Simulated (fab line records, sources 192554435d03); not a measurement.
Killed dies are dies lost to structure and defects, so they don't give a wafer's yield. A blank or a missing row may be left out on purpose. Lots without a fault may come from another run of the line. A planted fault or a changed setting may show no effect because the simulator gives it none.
fab line records | flow n5_finfet
record lots=24 wafers=72 last_day=17
route steps=1938 shown BEOL_M1@754
lots that met no fault: from a run of the same line without faults
start_h: hours from the record's first day to the start of the lot's first wafer shown | wait_h: hours since the lot's step before | " the same as in the row above | L1.1+2: a row that stands for several wafers | - no value, or no start given | * or withheld: withheld | < > ~ a bound
route shown NAME@n: a module of which the file shows steps, and the number in the route of the first | usual: mean/standard deviation of fault-free wafers | same: alike in all rows | chamber/n: place in a boat | sites: the reading at each site | _std_site: their standard deviation | _edge_site: outer sites' mean less inner sites' | radius_mm: how far each site lies from the wafer's centre | mask NAME#n: copy n | behind: the tool/chamber that last shaped the wafer | hold: why the lot was held/for how many hours/how that ended | device: the transistor (n, p or np) that didn't switch | end of line: the same wafers' tests at the end of the route | a step without rows: its recipe alone | killed: dies lost to structure and defects at the first sort, not the wafer's yield | map: a wafer's dies, x killed, . not, _ none there
set.NAME: the setting as run; set.NAME@STEP: as run at that earlier step | model.NAME: the simulator's own value behind a step, which no gauge read
steps of the route over a sample of lots; a table a step, a row a wafer
services: from which hour (start_h, from the record's first day; less than 0 if before it) a tool's chamber was out of use, for how many hours, and why
## steps
# step N5_BEOL_M1_HM_DEP_02
# recipe material=TiN target_thk_a=200 temp_c=25 chamber_pressure_pa=0.49996
# usual throttle_valve_pct=29.8/0.96
# columns lot.wafer tool chamber start_h wait_h throttle_valve_pct
L075.3 pvd_sputter-03 - 129.30 0.2 31.8
L075.4 " - " " 30.0
L075.6 " - " " 31.6
L074.1 pvd_sputter-02 - 132.39 0.8 31.1
L074.2 " - " " 29.3
L074.4 " - " " 29.5
L076.2 pvd_sputter-03 - 138.89 1.7 31.5
L076.3 " - " " 29.1
L076.5 " - " " 31.7
L077.4 pvd_sputter-03 - 142.02 0.7 30.6
L077.5 " - " " 29.3
L077.6 " - " " 31.8
L078.1 pvd_sputter-01 - 150.12 0.1 28.9
L078.2 " - " " 30.5
L078.6 " - " " 30.4
L079.2 pvd_sputter-01 - 152.36 0.2 28.2
L079.3 " - " " 29.8
L079.6 " - " " 29.1
L080.2 pvd_sputter-02 - 158.05 1.0 29.6
L080.3 " - " " 30.2
L080.6 " - " " 29.5
L081.2 pvd_sputter-03 - 168.49 0.4 32.0
L081.5 " - " " 31.5
L081.6 " - " " 29.0
L082.1 pvd_sputter-01 - 172.56 2.6 29.2
L082.3 " - " " 28.1
L082.4 " - " " 29.8
L083.1 pvd_sputter-02 - 181.64 1.1 29.5
L083.2 " - " " 31.0
L083.4 " - " " 29.6
L084.2 pvd_sputter-01 - 191.87 3.2 30.0
L084.3 " - " " 29.2
L084.6 " - " " 29.9
L087.3 pvd_sputter-03 - 207.55 0.9 29.2
L087.5 " - " " 31.6
L087.6 " - " " 30.3
L085.1 pvd_sputter-01 - 215.53 2.0 29.3
L085.3 " - " " 28.3
L085.4 " - " " 30.2
L086.2 pvd_sputter-01 - 216.77 0.1 30.2
L086.4 " - " " 28.9
L086.6 " - " " 28.3
L088.1 pvd_sputter-01 - 223.66 1.7 28.0
L088.5 " - " " 28.3
L088.6 " - " " 30.0
L089.3 pvd_sputter-01 - 228.71 0.6 29.1
L089.4 " - " " 30.2
L089.6 " - " " 29.7
L091.1 pvd_sputter-01 - 229.01 0.8 30.4
L091.2 " - " " 30.0
L091.6 " - " " 29.9
L090.2 pvd_sputter-01 - 229.71 0.6 30.1
L090.4 " - " " 29.9
L090.5 " - " " 30.0
L092.1 pvd_sputter-01 - 236.72 0.4 28.3
L092.4 " - " " 29.1
L092.6 " - " " 30.4
L093.1 pvd_sputter-02 - 239.05 2.4 29.4
L093.3 " - " " 31.1
L093.4 " - " " 30.1
L094.2 pvd_sputter-01 - 243.82 0.3 29.1
L094.3 " - " " 30.2
L094.5 " - " " 29.0
L095.4 pvd_sputter-03 - 247.80 0.7 31.5
L095.5 " - " " 29.2
L095.6 " - " " 31.6
L096.4 pvd_sputter-02 - 251.53 1.3 31.1
L096.5 " - " " 30.6
L096.6 " - " " 29.5
L097.1 pvd_sputter-03 - 267.46 1.7 29.3
L097.4 " - " " 31.7
L097.5 " - " " 31.8
# step N5_BEOL_M1_CD_MEAS_11
# recipe target_cd_nm=17.05 landing_energy_ev=500 detector=se_inlens polarity=opening
# usual cd_nm=17.17/0.23
# columns lot.wafer tool chamber start_h wait_h cd_nm
L075.3 cd_sem-02 0 129.82 - 16.90
L075.4 " 0 " " 16.93
L075.6 " 0 " " 16.92
L074.1 cd_sem-01 0 132.77 - 16.82
L074.2 " 0 " " 17.23
L074.4 " 0 " " 16.99
L076.2 cd_sem-02 0 139.28 - 16.97
L076.3 " 0 " " 17.21
L076.5 " 0 " " 17.30
L077.4 cd_sem-03 0 142.42 - 16.92
L077.5 " 0 " " 17.17
L077.6 " 0 " " 16.81
L078.1 cd_sem-03 0 150.51 - 17.17
L078.2 " 0 " " 17.28
L078.6 " 0 " " 16.98
L079.2 cd_sem-01 0 152.87 - 17.39
L079.3 " 0 " " 16.91
L079.6 " 0 " " 17.13
L080.2 cd_sem-02 0 158.57 - 17.09
L080.3 " 0 " " 16.74
L080.6 " 0 " " 16.86
L081.2 cd_sem-03 0 169.01 - 17.28
L081.5 " 0 " " 16.94
L081.6 " 0 " " 17.02
L082.1 cd_sem-02 0 173.08 - 16.85
L082.3 " 0 " " 17.38
L082.4 " 0 " " 17.23
L083.1 cd_sem-02 0 182.16 - 17.42
L083.2 " 0 " " 17.10
L083.4 " 0 " " 17.05
L084.2 cd_sem-01 0 192.26 - 17.21
L084.3 " 0 " " 17.22
L084.6 " 0 " " 17.30
L087.3 cd_sem-02 0 208.06 - 16.79
L087.5 " 0 " " 17.35
L087.6 " 0 " " 16.86
L085.1 cd_sem-03 0 215.92 - 17.01
L085.3 " 0 " " 16.95
L085.4 " 0 " " 16.99
L086.2 cd_sem-02 0 217.17 - 17.25
L086.4 " 0 " " 17.56
L086.6 " 0 " " 17.21
L088.1 cd_sem-02 0 224.17 - 17.21
L088.5 " 0 " " 16.81
L088.6 " 0 " " 17.13
L089.3 cd_sem-02 0 229.23 - 17.04
L089.4 " 0 " " 16.82
L089.6 " 0 " " 17.01
L091.1 cd_sem-02 0 229.41 - 17.56
L091.2 " 0 " " 17.10
L091.6 " 0 " " 17.35
L090.2 cd_sem-02 0 230.11 - 17.34
L090.4 " 0 " " 17.40
L090.5 " 0 " " 17.38
L092.1 cd_sem-02 0 237.11 - 17.14
L092.4 " 0 " " 16.98
L092.6 " 0 " " 17.20
L093.1 cd_sem-03 0 239.44 - 17.15
L093.3 " 0 " " 17.36
L093.4 " 0 " " 17.81
L094.2 cd_sem-02 0 244.21 - 17.06
L094.3 " 0 " " 17.21
L094.5 " 0 " " 17.51
L095.4 cd_sem-03 0 248.20 - 17.11
L095.5 " 0 " " 17.14
L095.6 " 0 " " 16.91
L096.4 cd_sem-02 0 252.04 - 17.22
L096.5 " 0 " " 17.22
L096.6 " 0 " " 16.93
L097.1 cd_sem-03 0 267.85 - 17.37
L097.4 " 0 " " 17.36
L097.5 " 0 " " 17.39
# step N5_BEOL_M1_OVL_MEAS_29
# recipe points_per_wafer=522
# usual V0_OVL=0.4/0.66
# columns lot.wafer tool chamber start_h wait_h V0_OVL[nm]
L075.3 overlay-01 0 131.32 0.0 0.0
L075.4 " 0 " " 0.8
L075.6 " 0 " " -0.3
L074.1 overlay-02 0 133.90 0.0 0.8
L074.2 " 0 " " 0.1
L074.4 " 0 " " 0.2
L076.2 overlay-02 0 140.31 0.0 -0.5
L076.3 " 0 " " -0.8
L076.5 " 0 " " -0.8
L077.4 overlay-01 0 143.33 0.0 0.2
L077.5 " 0 " " 0.7
L077.6 " 0 " " -0.6
L078.1 overlay-02 0 152.15 0.0 0.6
L078.2 " 0 " " -0.6
L078.6 " 0 " " 0.1
L079.2 overlay-02 0 153.92 0.0 -0.7
L079.3 " 0 " " -0.6
L079.6 " 0 " " 0.5
L080.2 overlay-02 0 159.67 0.0 0.2
L080.3 " 0 " " 1.7
L080.6 " 0 " " 0.2
L081.2 overlay-01 0 169.91 0.0 1.8
L081.5 " 0 " " -0.5
L081.6 " 0 " " 0.8
L082.1 overlay-02 0 174.35 0.0 1.3
L082.3 " 0 " " 0.5
L082.4 " 0 " " 1.7
L083.1 overlay-02 0 183.21 0.0 0.8
L083.2 " 0 " " 0.0
L083.4 " 0 " " -0.4
L084.2 overlay-02 0 193.32 0.0 -0.4
L084.3 " 0 " " 0.0
L084.6 " 0 " " -0.3
L087.3 overlay-02 0 209.13 0.0 -0.3
L087.5 " 0 " " 0.1
L087.6 " 0 " " 0.1
L085.1 overlay-02 0 216.92 0.0 1.3
L085.3 " 0 " " 0.4
L085.4 " 0 " " 1.1
L086.2 overlay-01 0 218.20 0.0 0.8
L086.4 " 0 " " 0.8
L086.6 " 0 " " 0.6
L088.1 overlay-01 0 229.81 0.0 0.8
L088.5 " 0 " " 0.5
L088.6 " 0 " " 0.9
L089.3 overlay-01 0 230.23 0.0 0.0
L089.4 " 0 " " 1.8
L089.6 " 0 " " 1.5
L091.1 overlay-01 0 230.43 0.0 1.1
L091.2 " 0 " " 0.5
L091.6 " 0 " " 0.9
L090.2 overlay-02 0 231.02 0.0 -0.9
L090.4 " 0 " " 0.9
L090.5 " 0 " " -0.2
L092.1 overlay-01 0 238.01 0.0 -0.5
L092.4 " 0 " " 0.3
L092.6 " 0 " " -0.4
L093.1 overlay-02 0 240.34 0.0 1.4
L093.3 " 0 " " 0.8
L093.4 " 0 " " 1.2
L094.2 overlay-01 0 245.11 0.0 0.9
L094.3 " 0 " " 0.5
L094.5 " 0 " " 0.4
L095.4 overlay-01 0 249.62 0.0 -0.5
L095.5 " 0 " " 0.8
L095.6 " 0 " " 0.0
L096.4 overlay-01 0 253.23 0.0 -0.7
L096.5 " 0 " " -0.8
L096.6 " 0 " " 0.3
L097.1 overlay-02 0 268.75 0.0 0.2
L097.4 " 0 " " -0.2
L097.5 " 0 " " -0.1
# step N5_BEOL_M1_DESCUM_33
# recipe chemistry=O2 time_s=7 source_power_w=50 bias_power_w=20 pressure_mtorr=20 rf_frequency_hz=2.712e+07 temp_c=40 resist=CAR-EUV o2_flow_sccm=225
# usual drypump_motor_current_A=5.5/0.35 o2_flow_sccm=225.1/0.69 oes_product_au=0.77/0.089 rf_vpp_V=243.3/1.2 showerhead_plenum_p_Torr=2.12/0.061 throttle_valve_pct=20.58/0.25
# columns lot.wafer tool chamber start_h wait_h drypump_motor_current_A o2_flow_sccm oes_product_au rf_hours_counter_h rf_vpp_V showerhead_plenum_p_Torr throttle_valve_pct
L075.3 rie_diel-01 2 131.40 0.0 5.9 224.2 0.73 196 243.9 2.05 20.63
L075.4 " 3 " " 5.2 224.7 0.69 211 242.4 2.08 20.69
L075.6 " 0 " " 5.3 225.5 0.92 - 243.0 2.14 20.65
L074.1 rie_diel-06 1 134.08 0.1 5.9 224.7 0.71 202 243.1 2.18 20.78
L074.2 " 2 " " 5.0 224.9 0.89 50 245.0 2.16 20.50
L074.4 " 3 " " 4.9 224.8 0.71 208 241.7 1.99 20.91
L076.2 rie_diel-02 3 140.40 0.0 5.8 224.6 0.72 217 243.4 2.07 20.74
L076.3 " 2 " " 5.6 225.0 0.72 233 242.5 2.12 20.18
L076.5 " 1 " " 5.9 224.5 0.72 - 244.4 2.11 20.48
L077.4 rie_diel-06 1 143.42 0.0 5.9 224.7 0.71 - 244.2 2.18 20.78
L077.5 " 0 " " 5.3 224.9 0.75 - 245.0 2.21 20.55
L077.6 " 3 " " 4.9 227.0 0.70 - 242.4 1.98 20.91
L078.1 rie_diel-06 3 152.31 0.1 4.9 226.3 0.70 214 242.0 1.98 20.92
L078.2 " 1 " " 6.0 225.2 0.71 208 244.3 2.18 20.79
L078.6 " 2 " " 5.0 225.4 0.88 - 245.5 2.16 20.50
L079.2 rie_diel-01 0 154.01 0.0 5.3 225.5 0.90 28 244.3 2.14 20.68
L079.3 " 2 " " 5.9 224.8 0.73 204 242.2 2.05 20.65
L079.6 " 0 " " 5.3 225.1 0.91 - 242.7 2.14 20.67
L080.2 rie_diel-06 2 159.76 0.0 5.0 224.9 0.88 54 244.3 2.16 20.50
L080.3 " 0 " " 5.3 226.7 0.76 153 244.9 2.21 20.55
L080.6 " 0 " " 5.3 225.6 0.76 - 246.1 2.21 20.54
L081.2 rie_diel-02 0 170.00 0.0 5.9 225.1 0.89 36 242.3 2.15 20.41
L081.5 " 0 " " 5.9 224.7 0.89 - 244.7 2.15 20.41
L081.6 " 1 " " 5.9 224.9 0.71 - 243.1 2.10 20.50
L082.1 rie_diel-02 1 174.44 0.0 5.9 224.8 0.71 211 242.8 2.10 20.50
L082.3 " 0 " " 5.8 225.0 0.89 39 243.6 2.15 20.41
L082.4 " 2 " " 5.6 223.4 0.71 244 245.2 2.11 20.19
L083.1 rie_diel-02 0 183.31 0.0 5.9 225.5 0.88 41 244.9 2.15 20.41
L083.2 " 2 " " 5.7 225.4 0.70 246 244.6 2.11 20.20
L083.4 " 3 " " 5.7 224.3 0.70 - 242.6 2.07 20.78
L084.2 rie_diel-06 1 193.40 0.0 5.9 224.6 0.70 218 244.3 2.18 20.80
L084.3 " 2 " " 5.1 224.9 0.87 64 244.6 2.15 20.52
L084.6 " 0 " " 5.3 225.1 0.75 - 244.7 2.21 20.56
L087.3 rie_diel-01 3 209.21 0.0 5.2 225.3 0.68 233 243.6 2.07 20.74
L087.5 " 0 " " 5.3 223.9 0.88 - 245.1 2.13 20.69
L087.6 " 3 " " 5.2 224.8 0.68 - 240.8 2.07 20.73
L085.1 rie_diel-02 1 217.01 0.0 5.9 224.3 0.70 222 242.4 2.10 20.51
L085.3 " 3 " " 5.8 225.6 0.69 242 243.7 2.06 20.79
L085.4 " 2 " " 5.6 225.7 1.00 1 243.2 2.11 19.83
L086.2 rie_diel-02 1 218.28 0.0 5.9 225.6 0.70 222 242.6 2.10 20.51
L086.4 " 2 " " 5.7 225.1 0.99 2 245.0 2.11 19.84
L086.6 " 0 " " 5.8 226.5 0.86 - 243.7 2.14 20.43
L088.1 rie_diel-06 3 229.90 0.0 4.9 225.2 0.69 234 240.1 1.98 20.96
L088.5 " 1 " " 6.0 225.7 0.69 - 242.9 2.17 20.83
L088.6 " 2 " " 5.0 226.1 0.85 - 243.3 2.15 20.54
L089.3 rie_diel-02 0 230.43 0.1 5.8 226.1 0.86 57 243.5 2.14 20.43
L089.4 " 3 " " 5.7 224.1 0.70 247 242.7 2.06 20.79
L089.6 " 0 " " 5.9 224.7 0.86 - 242.7 2.14 20.45
L091.1 rie_diel-01 3 230.52 0.0 5.2 225.0 0.67 241 242.3 2.07 20.73
L091.2 " 2 " " 5.8 224.3 0.71 224 241.9 2.04 20.68
L091.6 " 1 " " 5.5 225.9 0.73 - 244.0 2.15 20.41
L090.2 rie_diel-02 2 231.10 0.0 5.7 224.7 0.96 6 243.2 2.11 19.85
L090.4 " 1 " " 5.9 225.2 0.70 226 241.6 2.10 20.52
L090.5 " 3 " " 5.8 224.5 0.69 - 242.1 2.06 20.79
L092.1 rie_diel-01 3 238.11 0.0 5.2 224.8 0.68 244 242.1 2.07 20.73
L092.4 " 1 " " 5.5 224.6 0.72 177 245.0 2.15 20.43
L092.6 " 0 " " 5.3 225.0 0.86 - 243.0 2.13 20.73
L093.1 rie_diel-06 2 240.44 0.0 5.0 225.0 0.84 79 242.9 2.15 20.53
L093.3 " 3 " " 4.9 224.4 0.68 238 241.5 1.97 20.96
L093.4 " 1 " " 6.0 225.5 0.69 233 244.3 2.17 20.82
L094.2 rie_diel-01 1 245.29 0.1 5.5 226.0 0.72 179 242.8 2.15 20.40
L094.3 " 3 " " 5.2 225.3 0.68 246 242.7 2.07 20.73
L094.5 " 0 " " 5.2 224.7 0.85 - 242.3 2.13 20.73
L095.4 rie_diel-02 1 249.87 0.2 5.9 224.9 0.70 - 242.8 2.09 20.53
L095.5 " 2 " " 5.7 223.8 0.95 - 243.2 2.11 19.85
L095.6 " 0 " " 5.8 223.2 0.84 - 243.5 2.14 20.45
L096.4 rie_diel-06 3 253.31 0.0 4.9 224.8 0.68 242 241.0 1.97 20.98
L096.5 " 1 " " 5.9 225.1 0.69 - 245.3 2.17 20.83
L096.6 " 0 " " 5.3 225.6 0.73 - 244.6 2.20 20.60
L097.1 rie_diel-06 0 268.85 0.0 5.3 225.1 0.74 184 243.4 2.20 20.60
L097.4 " 0 " " 5.3 225.9 0.73 - 244.0 2.20 20.60
L097.5 " 2 " " 5.1 224.2 0.83 - 243.1 2.14 20.54
# step N5_BEOL_M1_ANNEAL_80
# recipe temp_c=400 time_s=240 ambient=vacuum
# usual heater_power_w=825/58
# columns lot.wafer tool chamber start_h wait_h heater_power_w
L075.3 pvd_sputter-02 - 133.86 0.0 845
L075.4 " - " " 710
L075.6 " - " " 706
L074.1 pvd_sputter-02 - 137.16 0.0 727
L074.2 " - " " 846
L074.4 " - " " 729
L076.2 pvd_sputter-03 - 142.78 0.0 833
L076.3 " - " " 819
L076.5 " - " " 869
L077.4 pvd_sputter-01 - 148.24 0.0 768
L077.5 " - " " 780
L077.6 " - " " 865
L079.2 pvd_sputter-03 - 159.29 0.0 814
L079.3 " - " " 808
L079.6 " - " " 807
L078.1 pvd_sputter-03 - 163.09 0.0 809
L078.2 " - " " 835
L078.6 " - " " 822
L080.2 pvd_sputter-03 - 164.93 0.0 803
L080.3 " - " " 816
L080.6 " - " " 789
L081.2 pvd_sputter-01 - 174.78 0.0 771
L081.5 " - " " 782
L081.6 " - " " 876
L082.1 pvd_sputter-02 - 179.74 0.0 753
L082.3 " - " " 718
L082.4 " - " " 910
L083.1 pvd_sputter-03 - 185.35 0.0 867
L083.2 " - " " 825
L083.4 " - " " 804
L084.2 pvd_sputter-03 - 198.48 0.0 815
L084.3 " - " " 862
L084.6 " - " " 821
L087.3 pvd_sputter-03 - 213.54 0.0 813
L087.5 " - " " 893
L087.6 " - " " 845
L085.1 pvd_sputter-02 - 218.70 0.0 881
L085.3 " - " " 756
L085.4 " - " " 901
L086.2 pvd_sputter-03 - 220.86 0.0 821
L086.4 " - " " 801
L086.6 " - " " 816
L088.1 pvd_sputter-03 - 232.07 0.0 807
L088.5 " - " " 862
L088.6 " - " " 820
L089.3 pvd_sputter-01 - 232.20 0.0 769
L089.4 " - " " 874
L089.6 " - " " 776
L091.1 pvd_sputter-02 - 232.47 0.0 891
L091.2 " - " " 721
L091.6 " - " " 853
L090.2 pvd_sputter-02 - 235.67 0.0 695
L090.4 " - " " 851
L090.5 " - " " 754
L092.1 pvd_sputter-03 - 240.54 0.0 816
L092.4 " - " " 879
L092.6 " - " " 898
L093.1 pvd_sputter-02 - 243.63 0.0 890
L093.3 " - " " 853
L093.4 " - " " 726
L094.2 pvd_sputter-03 - 248.74 0.0 803
L094.3 " - " " 844
L094.5 " - " " 883
L095.4 pvd_sputter-01 - 254.58 0.0 749
L095.5 " - " " 889
L095.6 " - " " 754
L096.4 pvd_sputter-02 - 262.55 0.0 720
L096.5 " - " " 716
L096.6 " - " " 917
L097.1 pvd_sputter-01 - 273.71 0.0 870
L097.4 " - " " 791
L097.5 " - " " 869
# step N5_BEOL_M1_ANNEAL_95
# recipe temp_c=400 time_s=240 ambient=vacuum
# usual heater_power_w=826/58
# columns lot.wafer tool chamber start_h wait_h heater_power_w
L075.3 pvd_sputter-02 - 135.18 0.0 839
L075.4 " - " " 707
L075.6 " - " " 730
L074.1 pvd_sputter-02 - 138.48 0.0 745
L074.2 " - " " 852
L074.4 " - " " 719
L076.2 pvd_sputter-03 - 144.10 0.0 866
L076.3 " - " " 804
L076.5 " - " " 850
L077.4 pvd_sputter-01 - 149.56 0.0 780
L077.5 " - " " 763
L077.6 " - " " 890
L079.2 pvd_sputter-03 - 160.61 0.0 815
L079.3 " - " " 814
L079.6 " - " " 808
L078.1 pvd_sputter-03 - 164.41 0.0 801
L078.2 " - " " 864
L078.6 " - " " 817
L080.2 pvd_sputter-03 - 166.25 0.0 796
L080.3 " - " " 823
L080.6 " - " " 795
L081.2 pvd_sputter-01 - 176.10 0.0 777
L081.5 " - " " 790
L081.6 " - " " 870
L082.1 pvd_sputter-02 - 181.06 0.0 734
L082.3 " - " " 701
L082.4 " - " " 894
L083.1 pvd_sputter-03 - 186.67 0.0 871
L083.2 " - " " 827
L083.4 " - " " 820
L084.2 pvd_sputter-03 - 199.80 0.0 804
L084.3 " - " " 859
L084.6 " - " " 820
L087.3 pvd_sputter-03 - 214.86 0.0 808
L087.5 " - " " 882
L087.6 " - " " 876
L085.1 pvd_sputter-02 - 220.02 0.0 875
L085.3 " - " " 761
L085.4 " - " " 905
L086.2 pvd_sputter-03 - 222.18 0.0 840
L086.4 " - " " 804
L086.6 " - " " 805
L088.1 pvd_sputter-03 - 233.39 0.0 805
L088.5 " - " " 868
L088.6 " - " " 822
L089.3 pvd_sputter-01 - 233.52 0.0 751
L089.4 " - " " 873
L089.6 " - " " 744
L091.1 pvd_sputter-02 - 233.79 0.0 885
L091.2 " - " " 724
L091.6 " - " " 854
L090.2 pvd_sputter-02 - 236.99 0.0 724
L090.4 " - " " 867
L090.5 " - " " 738
L092.1 pvd_sputter-03 - 241.86 0.0 791
L092.4 " - " " 889
L092.6 " - " " 891
L093.1 pvd_sputter-02 - 244.95 0.0 901
L093.3 " - " " 866
L093.4 " - " " 721
L094.2 pvd_sputter-03 - 250.06 0.0 830
L094.3 " - " " 853
L094.5 " - " " 878
L095.4 pvd_sputter-01 - 255.90 0.0 773
L095.5 " - " " 897
L095.6 " - " " 759
L096.4 pvd_sputter-02 - 263.87 0.0 711
L096.5 " - " " 728
L096.6 " - " " 905
L097.1 pvd_sputter-01 - 275.03 0.0 873
L097.4 " - " " 764
L097.5 " - " " 884
## services
# columns tool chamber start_h hours kind
rie_diel-01 0 114.37 7.6 repair
rie_diel-06 1 127.09 2.5 repair
rie_diel-06 2 139.56 7.7 repair
rie_diel-01 3 142.69 2.2 repair
pvd_sputter-02 - 166.21 1.9 repair
rie_diel-02 1 178.83 7.1 repair
pvd_sputter-03 - 186.93 2.6 repair
rie_diel-02 2 196.07 - clean
rie_diel-02 2 196.07 - consumable_replace:focus_ring
rie_diel-01 2 220.13 3.2 repair
rie_diel-02 3 236.85 - clean
rie_diel-02 3 236.85 - consumable_replace:focus_ring
rie_diel-02 3 236.85 19.3 scheduled_down
rie_diel-02 3 236.85 19.3 vent_cycle
rie_diel-02 3 266.56 10.3 repair
## key
fault none
